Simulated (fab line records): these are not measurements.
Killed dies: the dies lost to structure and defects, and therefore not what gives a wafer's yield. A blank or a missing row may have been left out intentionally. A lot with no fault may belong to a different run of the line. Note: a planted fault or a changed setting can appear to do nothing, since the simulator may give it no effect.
Chamber matching || flow n5Finfet || uvCure-01 running N5_BEOL_M9_CURE_71: 3 sister chambers
The step cures SiCOH lowk, time 240 s. 16 wafers are shown with their chamber, then 8 later ones without.

## WAFERS WITH THEIR CHAMBER
{"wafer": "L075.3", "chamber": 2, "wafer_temp_C_max": 386.6, "lampPowerPct (%)": 52.38}
{"wafer": "L075.4", "chamber": 2, "wafer_temp_C_max": 386.6, "lampPowerPct (%)": 52.22}
{"wafer": "L075.6", "chamber": 2, "wafer_temp_C_max": 386.2, "lampPowerPct (%)": 52.16}
{"wafer": "L076.2", "chamber": 1, "wafer_temp_C_max": 387.5, "lampPowerPct (%)": 52.30}
{"wafer": "L076.3", "chamber": 1, "wafer_temp_C_max": 388.0, "lampPowerPct (%)": 52.30}
{"wafer": "L076.5", "chamber": 1, "wafer_temp_C_max": 387.6, "lampPowerPct (%)": 52.37}
{"wafer": "L080.2", "chamber": 0, "wafer_temp_C_max": 386.3, "lampPowerPct (%)": 52.35}
{"wafer": "L080.3", "chamber": 0, "wafer_temp_C_max": 385.9, "lampPowerPct (%)": 52.37}
{"wafer": "L080.5", "chamber": 0, "wafer_temp_C_max": 386.6, "lampPowerPct (%)": 52.33}
{"wafer": "L083.4", "chamber": 2, "wafer_temp_C_max": 387.0, "lampPowerPct (%)": 52.34}
{"wafer": "L083.5", "chamber": 2, "wafer_temp_C_max": 386.6, "lampPowerPct (%)": 52.29}
{"wafer": "L083.6", "chamber": 2, "wafer_temp_C_max": 386.3, "lampPowerPct (%)": 52.33}
{"wafer": "L093.1", "chamber": 2, "wafer_temp_C_max": 386.7, "lampPowerPct (%)": 52.31}
{"wafer": "L093.2", "chamber": 2, "wafer_temp_C_max": 386.4, "lampPowerPct (%)": 52.35}
{"wafer": "L093.6", "chamber": 2, "wafer_temp_C_max": 386.6, "lampPowerPct (%)": 52.23}
{"wafer": "L091.2", "chamber": 0, "wafer_temp_C_max": 386.9, "lampPowerPct (%)": 52.33}

SIGNATURES, as means of the wafers listed above
{"reading": "wafer_temp_C_max", "chamber 0": 386.425, "chamber 1": 387.700, "chamber 2": 386.556, "scatter within a chamber": 0.295}
{"reading": "lampPowerPct", "chamber 0": 52.3450, "chamber 1": 52.3233, "chamber 2": 52.2900, "scatter within a chamber": 0.0595}
Rule: a wafer lies at a distance from a chamber equal to the root of the sum of squares, over the readings, of (its reading less the chamber's mean, divided by the reading's scatter). The wafer belongs to the nearest chamber; if the next one is less than 2 further off, it can't be placed. The scatter: the root of (the sum of the squares of (reading less its chamber's mean) over the shown wafers, divided by (wafers less chambers)).

## WAFERS MISSING THEIR CHAMBER
{"wafer": "L091.4", "wafer_temp_C_max": 385.9, "lampPowerPct (%)": 52.30}
{"wafer": "L091.5", "wafer_temp_C_max": 386.9, "lampPowerPct (%)": 52.40}
{"wafer": "L096.1", "wafer_temp_C_max": 386.8, "lampPowerPct (%)": 52.35}
{"wafer": "L096.2", "wafer_temp_C_max": 387.3, "lampPowerPct (%)": 52.28}
{"wafer": "L096.5", "wafer_temp_C_max": 386.7, "lampPowerPct (%)": 52.31}
{"wafer": "L095.1", "wafer_temp_C_max": 386.7, "lampPowerPct (%)": 52.36}
{"wafer": "L095.3", "wafer_temp_C_max": 386.7, "lampPowerPct (%)": 52.36}
{"wafer": "L095.5", "wafer_temp_C_max": 387.3, "lampPowerPct (%)": 52.36}

## THE CHAMBER EACH PASSED THROUGH
{"wafer": "L091.4", "from the rows above": "can't be placed: 0 or 2", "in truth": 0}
{"wafer": "L091.5", "from the rows above": "can't be placed: 0 or 2 or 1", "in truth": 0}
{"wafer": "L096.1", "from the rows above": "can't be placed: 0 or 2 or 1", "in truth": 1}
{"wafer": "L096.2", "from the rows above": "can't be placed: 1 or 2 or 0", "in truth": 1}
{"wafer": "L096.5", "from the rows above": "can't be placed: 2 or 0", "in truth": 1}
{"wafer": "L095.1", "from the rows above": "can't be placed: 0 or 2", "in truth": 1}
{"wafer": "L095.3", "from the rows above": "can't be placed: 0 or 2", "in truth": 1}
{"wafer": "L095.5", "from the rows above": "can't be placed: 1 or 2 or 0", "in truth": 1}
Placed correctly: 0 of 8. From these rows, 8 cannot be placed; in 5 the true chamber is one of the candidates. Wrongly placed: 0.
